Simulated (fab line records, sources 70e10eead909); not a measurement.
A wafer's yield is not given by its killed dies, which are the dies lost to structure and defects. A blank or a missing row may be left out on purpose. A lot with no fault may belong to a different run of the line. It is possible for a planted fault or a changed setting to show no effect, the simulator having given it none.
Chamber matching | flow nandHarc | rieDiel-05 running NHARC_THIN_TSV_DESCUM_14: 4 sister chambers
The step chemistry O2, time 3 s. 4 wafers are shown with their chamber, then 7 later ones without.

## WAFERS, EACH WITH ITS CHAMBER
wafer  | chamber | showerheadPlenumPTorr (Torr)
L831.5 | 0       | 1.79
L835.2 | 1       | 1.79
L841.4 | 3       | 1.98
L841.6 | 2       | 2.05

## WAFERS WITHOUT THEIR CHAMBER
wafer  | showerheadPlenumPTorr (Torr)
L844.3 | 1.79
L850.1 | 2.05
L850.2 | 1.79
L850.4 | 1.79
L853.1 | 1.78
L853.2 | 1.79
L853.4 | 1.98

## CHAMBER TAKEN BY EACH
wafer  | from the rows above     | in truth
L844.3 | can't be placed: 0 or 1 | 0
L850.1 | 2                       | 2
L850.2 | can't be placed: 0 or 1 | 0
L850.4 | can't be placed: 0 or 1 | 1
L853.1 | can't be placed: 0 or 1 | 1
L853.2 | can't be placed: 0 or 1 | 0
L853.4 | 3                       | 3
Placed correctly: 2 of 7. Cannot be placed on the basis of these rows: 5; the candidates contain the true chamber in 5. Placed wrongly: 0.
How it was worked out, from the rows above alone: a wafer's distance from a chamber is the root of the sum, over the readings, of the square of ((its reading less the chamber's mean) divided by the reading's scatter). The wafer belongs to the nearest chamber; if the next one is less than 2 further off, it can't be placed. Each chamber's mean is taken over the wafers shown for it. The scatter (one wafer shown for each chamber): square how far every hidden wafer sits from the nearest shown wafer, average those squares and take the square root.
